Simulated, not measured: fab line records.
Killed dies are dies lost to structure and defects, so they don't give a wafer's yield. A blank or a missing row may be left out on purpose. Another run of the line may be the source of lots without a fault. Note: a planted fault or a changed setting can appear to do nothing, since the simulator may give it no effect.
fab line records	flow nandHarc
record: lots: 5	wafers: 15	lastDay: 32
route steps=1302 shown A_SLIT@944 A_SIN_REMOVE@947 A_WL_FILL@952 A_CONTACT@983 A_M0@1150 END@1302
lots that met no fault: from a run of the same line without faults
startH: the number of hours between the record's first day and the start of the first shown wafer of the lot	waitH: how many hours have passed since the lot's step before this one	" repeats the value in the row above	L1.1+2: several wafers, shown together as one row	- value missing, or start not given	* or withheld: withheld	< > ~ a bound
route shown NAME@n: a module of which the file shows steps, and the number in the route of the first	usual: mean/standard deviation of fault-free wafers	same: alike in all rows	chamber/n: place in a boat	sites: the reading at each site	_std_site: the values' standard deviation	_edge_site: the outer-site mean with the inner-site mean subtracted	radiusMm: for every site, how far away it sits from the centre of the wafer	mask NAME#n: copy n	behind: the tool/chamber that last shaped the wafer	hold: what put the lot on hold/how long, in hours/how the hold closed	device: the transistor (n, p or np) that didn't switch	end of line: the same wafers' tests at the end of the route	step lacking rows: just its recipe	killed: at the first sort, the dies lost to defects and structure; wafer yield is something else	map: shows each die of a wafer: x if killed, . if not, _ if none is there
set.NAME: the setting that was run; set.NAME@STEP: the one run at that earlier step	model.NAME: the simulator's own value behind a step, which no gauge read
lots seen at some steps along the route; tables by step, rows by wafer
services: the hour from which a tool's chamber was out of use, counted from the record's first day as startH (under 0 if before that day), plus the number of hours and why
== steps ==
step: NHARC_A_SLIT_PRECLEAN_19
recipe: timeS: *	tempC: 50	bathAgeMin: 0	chemistry: SC1
step: NHARC_A_SLIT_SRD_20
step: NHARC_A_SLIT_CD_MEAS_21
usual: cdNm: 289.3/1.2
lot.wafer	tool	chamber	startH	waitH	cdNm
L729.1	cdSem-01	-	521.92	-	290.4
L729.5	"	-	"	"	289.8
L729.6	"	-	"	"	288.3
L733.4	cdSem-03	-	567.70	-	288.2
L733.5	"	-	"	"	288.6
L733.6	"	-	"	"	288.3
L736.1	cdSem-01	-	591.72	-	289.6
L736.2	"	-	"	"	288.5
L736.5	"	-	"	"	289.3
L740.1	cdSem-01	-	648.05	-	290.4
L740.2	"	-	"	"	288.5
L740.3	"	-	"	"	289.0
L742.1	cdSem-01	-	660.16	-	290.4
L742.3	"	-	"	"	290.4
L742.6	"	-	"	"	290.6
step: NHARC_A_SIN_REMOVE_WET_00
recipe: tempC: 160	timeS: 15300	chemistry: H3PO4
step: NHARC_A_SIN_REMOVE_PRECLEAN_01
recipe: timeS: *	tempC: 50	bathAgeMin: 0	chemistry: SC1
step: NHARC_A_SIN_REMOVE_SRD_02
step: NHARC_A_SIN_REMOVE_INSPECT_04
usual: rawDefectCount: 363/110
lot.wafer	tool	chamber	startH	waitH	rawDefectCount
L729.1	defectInspect-01	-	527.89	0.0	388
L729.5	"	-	"	"	366
L729.6	"	-	"	"	367
L733.4	defectInspect-02	-	574.76	0.0	395
L733.5	"	-	"	"	568
L733.6	"	-	"	"	480
L736.1	defectInspect-02	-	598.30	0.0	343
L736.2	"	-	"	"	266
L736.5	"	-	"	"	275
L740.1	defectInspect-02	-	654.68	0.0	393
L740.2	"	-	"	"	306
L740.3	"	-	"	"	294
L742.1	defectInspect-02	-	666.79	0.0	754
L742.3	"	-	"	"	427
L742.6	"	-	"	"	569
step: NHARC_A_WL_FILL_ALD_00
recipe: targetThkA: 30	pulseTimeS: 3	aldCycles: 30	tempC: 300	material: Al2O3
step: NHARC_A_WL_FILL_RTA_01
recipe: tempC: 1000	timeS: 5
step: NHARC_A_WL_FILL_ALD_02
recipe: targetThkA: 20	pulseTimeS: 3	aldCycles: 100	tempC: 450	material: TiN
step: NHARC_A_WL_FILL_CVD_03
recipe: targetThkA: 400	tempC: 300	pressureTorr: 40	wf6FlowSccm: 40	h2FlowSccm: 1600	arFlowSccm: 1560	timeS: 279	material: W
usual: chamberPressureTorr: 40.00/0.084	heaterPowerW: 446/30	throttleValvePct: 7.88/0.27
lot.wafer	tool	chamber	startH	waitH	chamberPressureTorr	heaterPowerW	throttleValvePct
L729.1	cvdW-01	1	529.09	0.2	39.91	518	7.59
L729.6	"	1	"	"	39.90	498	7.27
L729.5	"	0	"	"	40.12	413	7.96
L733.4	cvdW-01	0	575.84	0.2	40.07	428	8.10
L733.5	"	0	"	"	40.12	423	8.13
L733.6	"	1	"	"	39.97	501	7.57
L736.2	cvdW-02	0	599.28	0.1	40.04	446	8.01
L736.1	"	1	"	"	40.04	426	7.87
L736.5	"	0	"	"	39.91	438	8.18
L740.1	cvdW-01	1	659.20	0.1	40.00	482	7.54
L740.2	"	0	"	"	39.96	420	7.97
L740.3	"	1	"	"	39.94	491	7.21
L742.1	cvdW-02	0	667.87	0.1	40.08	444	8.16
L742.3	"	1	"	"	40.03	431	8.19
L742.6	"	0	"	"	39.98	436	7.93
step: NHARC_A_WL_FILL_ETCHBACK_04
recipe: targetDepthA: 600	timeS: 120	chemistry: NF3
usual: drypumpMotorCurrentA: 5.7/0.42	oesProductAu: 1.006/0.011
lot.wafer	tool	chamber	startH	waitH	drypumpMotorCurrentA	oesProductAu	rfHoursCounterH
L729.1	rieMetal-01	1	529.50	0.4	5.7	1.014	2.3
L729.6	"	0	"	"	6.1	1.012	-
L729.5	"	1	"	"	5.7	1.011	-
L733.4	rieMetal-02	1	576.18	0.3	5.9	0.997	-
L733.6	"	1	"	"	6.0	1.015	-
L733.5	"	0	"	"	6.0	1.012	-
L736.1	rieMetal-02	0	599.65	0.3	6.0	1.010	1.8
L736.2	"	1	"	"	5.9	1.015	2.3
L736.5	"	1	"	"	5.9	1.012	-
L740.2	rieMetal-02	0	659.58	0.3	6.0	1.009	0.1
L740.1	"	1	"	"	6.0	1.009	0.1
L740.3	"	1	"	"	5.9	0.996	-
L742.1	rieMetal-02	0	668.19	0.3	6.0	1.004	0.4
L742.3	"	0	"	"	6.0	1.004	-
L742.6	"	1	"	"	5.9	1.007	-
step: NHARC_A_WL_FILL_ETCHBACK_05
recipe: targetDepthA: 220	timeS: 60	tempC: 40	chemistry: Cl2/BCl3
step: NHARC_A_WL_FILL_STRIP_27
recipe: powerW: 1500	tempC: 250	timeS: 20	chemistry: N2/H2
usual: drypumpMotorCurrentA: 5.5/0.44	heaterPowerW: 356/21
lot.wafer	tool	chamber	startH	waitH	drypumpMotorCurrentA	heaterPowerW	rfHoursCounterH
L729.1	plasmaAsher-02	0	529.85	0.1	5.8	381	22
L729.6	"	0	"	"	5.9	375	-
L729.5	"	1	"	"	5.9	338	-
L733.4	plasmaAsher-02	1	576.54	0.1	5.9	336	-
L733.5	"	1	"	"	5.9	339	-
L733.6	"	0	"	"	5.9	388	-
L736.2	plasmaAsher-01	0	600.03	0.1	5.2	373	14
L736.1	"	1	"	"	4.8	343	14
L736.5	"	0	"	"	5.2	373	-
L740.2	plasmaAsher-01	0	659.96	0.1	5.2	361	27
L740.1	"	1	"	"	4.8	352	27
L740.3	"	0	"	"	5.2	364	-
L742.1	plasmaAsher-02	0	668.60	0.1	5.8	356	11
L742.3	"	1	"	"	5.9	330	-
L742.6	"	1	"	"	5.9	332	-
step: NHARC_A_WL_FILL_STRIP_28
recipe: timeS: 1200	tempC: 72.5	chemistry: postEtchResidueRemover
step: NHARC_A_WL_FILL_PRECLEAN_06
recipe: timeS: 300	chemistry: DIW
step: NHARC_A_WL_FILL_SRD_07
step: NHARC_A_WL_FILL_ANNEAL_08
recipe: tempC: 450	timeS: 1800
step: NHARC_A_WL_FILL_ALD_10
recipe: targetThkA: 500	pulseTimeS: 10	aldCycles: 500	tempC: 300	material: SiO2
step: NHARC_A_WL_FILL_ETCHBACK_16
recipe: targetDepthA: 1200	timeS: 24	c4f8FlowSccm: withheld	o2FlowSccm: 8	arFlowSccm: withheld	rfW: 600	biasW: 800	chemistry: C4F8/O2/Ar
step: NHARC_A_WL_FILL_STRIP_29
recipe: timeS: 20	o2FlowSccm: 500	arFlowSccm: 0	biasW: 0	chemistry: O2
usual: drypumpMotorCurrentA: 5.8/0.47	oesProductAu: 1.004/0.013	rfVppV: 57.9/0.96	showerheadPlenumPTorr: 3.59/0.18	throttleValvePct: 17.035/0.0083
lot.wafer	tool	chamber	startH	waitH	drypumpMotorCurrentA	oesProductAu	rfHoursCounterH	rfVppV	showerheadPlenumPTorr	throttleValvePct
L729.1	rieDiel-12	3	543.07	0.1	5.7	1.012	2.7	59.0	3.75	17.027
L729.5	"	2	"	"	5.4	1.027	-	59.6	3.74	17.032
L729.6	"	3	"	"	5.7	1.010	-	58.0	3.75	17.035
L733.4	rieDiel-10	2	589.94	0.1	5.8	1.015	4.7	58.7	3.61	17.023
L733.6	"	0	"	"	5.7	1.030	-	58.0	3.32	17.031
L733.5	"	1	"	"	6.5	1.010	-	57.3	3.56	17.035
L736.2	rieDiel-10	0	610.21	0.1	5.7	1.000	0.3	58.4	3.32	17.024
L736.1	"	1	"	"	6.5	1.007	0.4	58.0	3.56	17.039
L736.5	"	0	"	"	5.7	0.999	-	57.3	3.32	17.042
L740.3	rieDiel-12	3	670.51	0.1	5.7	0.996	1.6	58.9	3.74	17.044
L740.2	"	0	"	"	4.9	0.997	1.2	58.6	3.77	17.040
L740.1	"	1	"	"	6.2	1.000	1.5	59.2	3.69	17.052
L742.3	rieDiel-05	1	676.06	0.1	5.1	1.006	5.3	57.7	3.66	17.029
L742.1	"	0	"	"	6.3	1.031	4.9	57.0	3.58	17.022
L742.6	"	2	"	"	5.8	0.981	-	56.8	3.29	17.034
step: NHARC_A_WL_FILL_ETCHBACK_17
recipe: targetDepthA: 40	timeS: 26.7	chemistry: Cl2/BCl3
step: NHARC_A_WL_FILL_PRECLEAN_18
recipe: timeS: 30	chemistry: dHF
step: NHARC_A_WL_FILL_SRD_21
step: NHARC_A_WL_FILL_CVD_23
recipe: targetThkA: 400	tempC: 620	pressureMtorr: 200	timeS: 800	material: poly-Si
step: NHARC_A_WL_FILL_ETCHBACK_26
recipe: targetDepthA: 520	timeS: 13.3	hbrFlowSccm: 150	rfW: 350	icpW: 350	biasW: 60	chemistry: HBr
step: NHARC_A_WL_FILL_PRECLEAN_30
recipe: timeS: 10	chemistry: dHF
step: NHARC_A_WL_FILL_SRD_14
step: NHARC_A_WL_FILL_ALD_19
recipe: targetThkA: 20	pulseTimeS: 3	aldCycles: 100	tempC: 450	material: TiN
step: NHARC_A_WL_FILL_CVD_20
recipe: targetThkA: 1000	tempC: 400	pressureTorr: 40	wf6FlowSccm: 40	h2FlowSccm: 1600	arFlowSccm: 1560	timeS: 74	material: W
usual: chamberPressureTorr: 39.99/0.1	heaterPowerW: 800/58	throttleValvePct: 7.93/0.28
lot.wafer	tool	chamber	startH	waitH	chamberPressureTorr	heaterPowerW	throttleValvePct
L729.1	cvdW-02	0	-	-	40.00	797	8.21
L729.5	"	0	"	"	40.02	772	8.06
L729.6	"	1	"	"	40.15	788	8.08
L733.4	cvdW-01	1	-	-	39.93	880	7.62
L733.5	"	1	"	"	39.97	904	7.39
L733.6	"	0	"	"	39.97	749	7.77
L736.1	cvdW-01	1	-	-	39.80	883	7.62
L736.2	"	0	"	"	39.97	734	8.32
L736.5	"	1	"	"	39.97	878	7.51
L740.2	cvdW-01	1	-	-	39.95	882	7.76
L740.1	"	0	"	"	39.90	739	8.35
L740.3	"	0	"	"	39.89	742	7.95
L742.1	cvdW-01	0	-	-	40.07	736	7.93
L742.3	"	0	"	"	40.04	763	8.35
L742.6	"	1	"	"	39.74	881	7.87
step: NHARC_A_WL_FILL_CMP_12
recipe: tOverpolishS: 30	targetThkNm: 100
step: NHARC_A_WL_FILL_SRD_31
step: NHARC_A_CONTACT_DEP_24
recipe: targetThkA: 5000	tempC: 400	pressureTorr: 6.5	rfW: 900	teosFlowSccm: 161.4	flowSccm: 2650	targetThkNm: 500	gas: O2	material: SiO2
step: NHARC_A_CONTACT_DEP_28
recipe: targetThkA: 70000	tempC: 400	material: aC
usual: throttleValvePct: 35.000/0.009
lot.wafer	tool	chamber	startH	waitH	throttleValvePct
L729.1	aclDep-01	0	552.09	1.9	34.991
L729.5	"	0	554.93	4.7	35.003
L729.6	"	0	"	"	35.018
L733.4	aclDep-02	0	599.71	2.2	35.006
L733.5	"	0	"	"	34.999
L733.6	"	0	"	"	34.993
L736.1	aclDep-01	0	617.44	0.3	35.005
L736.2	"	0	"	"	34.983
L736.5	"	0	620.28	3.1	34.999
L740.1	aclDep-03	0	679.94	0.1	35.014
L740.2	"	0	"	"	34.987
L740.3	"	0	"	"	35.003
L742.1	aclDep-01	0	684.94	1.7	34.996
L742.3	"	0	686.35	3.1	35.006
L742.6	"	0	688.47	5.2	34.995
step: NHARC_A_M0_DESCUM_14
recipe: timeS: 3	o2FlowSccm: 200	arFlowSccm: 0	biasPowerW: 0	chemistry: O2
usual: drypumpMotorCurrentA: 5.6/0.31	oesProductAu: 1.002/0.014	rfVppV: 57.8/0.86	showerheadPlenumPTorr: 1.92/0.073	throttleValvePct: 11.311/0.0086
lot.wafer	tool	chamber	startH	waitH	drypumpMotorCurrentA	oesProductAu	rfHoursCounterH	rfVppV	showerheadPlenumPTorr	throttleValvePct	model.A_M0.cdNm
L729.1	rieDiel-01	3	587.35	0.1	5.9	1.013	1	56.7	1.79	11.301	79.6
L729.6	"	2	"	"	5.7	0.989	-	57.5	1.92	11.300	81.29
L729.5	"	3	"	"	5.8	1.014	-	55.6	1.79	11.309	81.77
L733.4	rieDiel-04	3	636.26	0.1	5.8	1.003	4	59.2	1.97	11.309	80.18
L733.6	"	2	"	"	5.4	1.005	-	56.8	1.87	11.303	80.64
L733.5	"	3	"	"	5.8	0.993	-	58.0	1.97	11.318	80.65
L736.1	rieDiel-11	1	652.09	0.1	6.1	0.974	2	57.1	1.89	11.303	80.31
L736.2	"	2	"	"	5.8	1.010	2	56.2	1.90	11.313	80.78
L736.5	"	0	"	"	6.0	1.010	-	56.9	1.85	11.317	80.36
L740.2	rieDiel-01	1	716.08	0.1	5.8	0.997	7	57.8	2.03	11.311	79.99
L740.1	"	2	"	"	5.7	0.996	7	58.8	1.92	11.314	77.23
L740.3	"	3	"	"	5.8	1.013	4	57.0	1.78	11.317	79.47
L742.3	rieDiel-04	3	722.58	0.1	5.8	0.995	0	56.4	1.97	11.305	78.64
L742.1	"	1	"	"	5.7	0.991	1	58.0	1.97	11.298	79.17
L742.6	"	0	"	"	5.1	1.004	-	56.9	1.98	11.312	80.55
step: NHARC_A_M0_ETCH_15
recipe: targetDepthA: 1500	overetchA: 150	timeS: 82.5	c4f8FlowSccm: withheld	arFlowSccm: 400	rfW: 600	biasW: 300	chemistry: C4F8/Ar
usual: oesProductAu: 0.961/0.025	rfVppV: 440.8/2.5
lot.wafer	tool	chamber	startH	waitH	oesProductAu	rfHoursCounterH	rfVppV	model.A_M0.cdNm
L729.1	rieDiel-01	1	-	-	0.977	1	443.7	79.79
L729.6	"	2	"	"	0.956	-	442.0	80.86
L729.5	"	3	"	"	0.966	-	436.4	81.78
L733.4	rieDiel-04	1	-	-	0.982	5	443.6	80.33
L733.6	"	0	"	"	0.962	-	443.8	80.7
L733.5	"	1	"	"	0.980	-	441.5	80.87
L736.2	rieDiel-11	2	-	-	0.985	2	439.0	81.2
L736.1	"	0	"	"	0.974	2	438.2	80.17
L736.5	"	2	"	"	0.986	-	441.1	80.06
L740.3	rieDiel-01	2	-	-	0.959	7	441.4	79.66
L740.2	"	3	"	"	0.968	5	435.7	80.33
L740.1	"	1	"	"	0.942	7	444.1	76.62
L742.1	rieDiel-04	0	-	-	0.975	1	444.3	79.3
L742.3	"	1	"	"	0.968	1	443.0	79.01
L742.6	"	1	"	"	0.975	-	442.1	81.25
step: NHARC_END_SORT_01
recipe: tempC: 25
usual: killedAtArray: 45/18	killedAtOther: 0.9/1.3	killedAtPeriphery: 3.7/2.2	killedDies: 50/18	killedOpen: 3.2/1.9	killedShort: 2.4/1.6
same: grossDies: 677
lot.wafer	tool	chamber	startH	waitH	killedAtArray	killedAtOther	killedAtPeriphery	killedDies	killedOpen	killedShort
L729.1	prober-01	0	629.20	2.5	78	0	2	80	4	1
L729.5	prober-01	0	632.42	3.7	74	0	0	74	1	1
L729.6	prober-01	0	633.22	4.0	93	0	2	95	2	2
L733.4	prober-02	0	678.88	3.3	77	0	5	82	4	2
L733.5	prober-02	0	679.67	3.6	66	0	5	71	2	5
L733.6	prober-02	0	680.45	3.9	64	0	5	69	1	5
L736.1	prober-01	0	692.73	2.5	52	1	4	57	5	1
L736.2	prober-01	0	693.52	2.8	42	0	10	52	3	0
L736.5	prober-01	0	695.89	3.7	49	0	5	54	0	3
L742.1	prober-01	0	762.26	2.5	15	3	3	21	3	3
L742.3	prober-01	0	763.88	3.1	21	3	2	26	3	1
L742.6	prober-01	0	766.30	4.0	29	3	6	38	8	5
L740.1	prober-01	0	770.17	2.5	61	3	7	71	1	0
L740.2	prober-01	0	770.97	2.8	27	2	7	36	0	2
L740.3	prober-01	0	771.77	3.1	60	1	5	66	1	5
killed by level:class
L729.1 A_CHANNEL_HOLE_D2:chamberFilmFlake=30 A_CHANNEL_HOLE_D1:chamberFilmFlake=21 A_SLIT:chamberFilmFlake=18 A_CHANNEL_FILL_D2:chamberFilmFlake=2 A_STAIRCASE:chamberFilmFlake=2 P_GATE:geometricParticle:short=1 P_CONTACT:geometricParticle:open=1 A_WL_FILL:geometricParticle:open=1
L729.5 A_CHANNEL_HOLE_D1:chamberFilmFlake=32 A_CHANNEL_HOLE_D2:chamberFilmFlake=20 A_SLIT:chamberFilmFlake=13 A_WL_FILL:chamberFilmFlake=3 A_CHANNEL_FILL_D2:chamberFilmFlake=2 A_WL_FILL:geometricParticle:short=1 A_WL_FILL:geometricParticle:open=1 A_STAIRCASE:chamberFilmFlake=1
L729.6 A_CHANNEL_HOLE_D2:chamberFilmFlake=35 A_SLIT:chamberFilmFlake=26 A_CHANNEL_HOLE_D1:chamberFilmFlake=19 A_STAIRCASE:chamberFilmFlake=5 A_CHANNEL_FILL_D1:chamberFilmFlake=2 A_CHANNEL_FILL_D2:chamberFilmFlake=2 P_CONTACT:geometricParticle:open=1 A_SOURCE_PLATE:geometricParticle:short=1
L733.4 A_CHANNEL_HOLE_D1:chamberFilmFlake=37 A_SLIT:chamberFilmFlake=17 A_CONTACT:chamberFilmFlake=7 A_CHANNEL_FILL_D2:chamberFilmFlake=4 A_STAIRCASE:chamberFilmFlake=4 P_GATE:chamberFilmFlake=3 A_DECK1_JOINT:chamberFilmFlake=2 P_CONTACT:geometricParticle:short=1
L733.5 A_CHANNEL_HOLE_D1:chamberFilmFlake=40 A_SLIT:chamberFilmFlake=11 A_STAIRCASE:chamberFilmFlake=5 P_GATE:chamberFilmFlake=3 A_CONTACT:chamberFilmFlake=3 P_CONTACT:geometricParticle:open=2 A_ONON_D1:geometricParticle:short=2 A_SGD_CUT:geometricParticle:short=1
L733.6 A_SLIT:chamberFilmFlake=36 A_CHANNEL_HOLE_D1:chamberFilmFlake=15 A_CONTACT:chamberFilmFlake=4 P_GATE:chamberFilmFlake=3 A_WL_FILL:geometricParticle:short=2 A_ONON_D1:geometricParticle:short=1 A_DECK1_JOINT:geometricParticle:short=1 A_STAIRCASE:geometricParticle:open=1
L736.1 A_SLIT:chamberFilmFlake=27 A_CHANNEL_HOLE_D1:chamberFilmFlake=6 A_ONON_D2:geometricParticle:open=3 P_BONDPAD:chamberFilmFlake=3 A_STAIRCASE:chamberFilmFlake=3 A_CONTACT:chamberFilmFlake=3 A_WL_FILL:chamberFilmFlake=2 A_BLC:chamberFilmFlake=2
L736.2 A_SLIT:chamberFilmFlake=13 A_CONTACT:chamberFilmFlake=7 A_STAIRCASE:chamberFilmFlake=6 A_CHANNEL_HOLE_D1:chamberFilmFlake=4 A_CHANNEL_HOLE_D2:chamberFilmFlake=4 P_BONDPAD:chamberFilmFlake=3 P_GATE:chamberFilmFlake=2 P_CONTACT:chamberFilmFlake=2
L736.5 A_SLIT:chamberFilmFlake=16 A_CHANNEL_HOLE_D1:chamberFilmFlake=8 A_STAIRCASE:chamberFilmFlake=6 A_WL_FILL:chamberFilmFlake=5 A_CONTACT:chamberFilmFlake=4 A_BLC:chamberFilmFlake=3 P_CONTACT:chamberFilmFlake=3 P_BONDPAD:chamberFilmFlake=2
L742.1 A_CONTACT:chamberFilmFlake=3 THIN_TSV:chamberFilmFlake=3 P_CONTACT:geometricParticle:open=2 A_CHANNEL_HOLE_D2:chamberFilmFlake=2 A_SLIT:chamberFilmFlake=2 A_WL_FILL:chamberFilmFlake=2 P_CONTACT:geometricParticle:short=1 A_CHANNEL_FILL_D1:geometricParticle:short=1
L742.3 A_SLIT:chamberFilmFlake=5 A_CONTACT:chamberFilmFlake=5 A_CHANNEL_HOLE_D1:unspecified=3 THIN_TSV:chamberFilmFlake=3 A_CHANNEL_FILL_D1:chamberFilmFlake=2 A_M0:chamberFilmFlake=2 P_CONTACT:geometricParticle:open=1 P_CONTACT:geometricParticle:short=1
L742.6 A_SLIT:chamberFilmFlake=6 A_CONTACT:chamberFilmFlake=5 P_CONTACT:geometricParticle:open=3 A_CHANNEL_HOLE_D1:unspecified=3 THIN_TSV:chamberFilmFlake=3 A_ONON_D2:geometricParticle:short=2 A_M0:geometricParticle:open=2 A_CHANNEL_FILL_D1:chamberFilmFlake=2
L740.1 A_WL_FILL:unspecified=43 A_CHANNEL_HOLE_D1:chamberFilmFlake=6 A_CONTACT:chamberFilmFlake=5 P_CONTACT:chamberFilmFlake=3 A_STAIRCASE:chamberFilmFlake=3 P_GATE:chamberFilmFlake=2 THIN_TSV:chamberFilmFlake=2 A_CHANNEL_FILL_D2:geometricParticle:open=1
L740.2 A_CHANNEL_HOLE_D1:chamberFilmFlake=8 A_SLIT:chamberFilmFlake=7 A_CONTACT:chamberFilmFlake=4 A_DECK1_JOINT:chamberFilmFlake=3 P_GATE:chamberFilmFlake=2 P_M2:chamberFilmFlake=2 THIN_TSV:chamberFilmFlake=2 A_ONON_D1:geometricParticle:short=1
L740.3 A_WL_FILL:unspecified=38 A_CHANNEL_HOLE_D1:chamberFilmFlake=8 A_SLIT:chamberFilmFlake=7 P_GATE:chamberFilmFlake=3 P_M0:geometricParticle:short=2 A_CHANNEL_FILL_D2:geometricParticle:short=2 A_CONTACT:chamberFilmFlake=2 A_DECK1_JOINT:geometricParticle:short=1
== services ==
tool	chamber	startH	hours	kind
rieDiel-11	0	508.75	3.9	repair
rieDiel-11	0	513.96	1.6	repair
plasmaAsher-01	-	519.14	9.0	pm
rieDiel-01	1	521.36	36.9	repair
rieDiel-04	-	531.90	9.0	pm
cvdW-01	-	548.00	13.0	pm
aclDep-01	-	556.34	13.0	pm
rieDiel-01	-	557.80	9.0	pm
rieDiel-01	-	570.54	0.2	repair
rieDiel-10	3	579.86	1.5	repair
rieDiel-10	0	592.31	5.1	repair
plasmaAsher-02	-	603.30	9.0	pm
rieDiel-01	3	609.18	16.8	repair
rieDiel-12	-	622.46	9.0	pm
rieDiel-11	-	629.40	9.0	pm
rieMetal-02	-	631.00	9.0	pm
cvdW-02	-	631.78	13.0	pm
rieDiel-04	3	640.41	11.6	repair
rieDiel-12	-	651.09	1.5	repair
rieDiel-04	3	679.78	4.5	repair
cvdW-01	1	692.70	13.9	repair
plasmaAsher-01	-	696.39	9.0	pm
rieDiel-11	1	697.63	4.5	repair
rieDiel-04	-	708.91	9.0	pm
== key ==
firstSign none at tools or gauges
modelEffect: step: NHARC_A_M0_DESCUM_14	value: A_M0.cdNm	without: 80.11	struck: 78.35
modelEffect: step: NHARC_A_M0_ETCH_15	value: A_M0.cdNm	without: 79.91	struck: 78.14
moreKillsBornAt: NHARC_A_WL_FILL_CVD_03@cvdW-01: 81
metAt NHARC_A_WL_FILL_CVD_03
struckWafers L740.1,L740.3
testerLeftOut L740
loopTrim: step: NHARC_A_M0_EXPOSE_06	setting: dose	lots: L740
onsetBetween 575.84 659.20
fault: kind: chamberParticleSource	tool: cvdW-01	chamber: 1	onsetH: 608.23	steps: NHARC_A_WL_FILL_CVD_03	ratePerVisitCm2: 1.1054
testerLeftOut: of these lots the tester's yield and bins aren't shown, on N5 and GAA mostly nor the transistor test; their killed dies are dies lost to structure and defects alone, not to doping, threshold or leakage, so they don't give the yield
loopTrim: a control loop set the setting to another value than it would have without faults
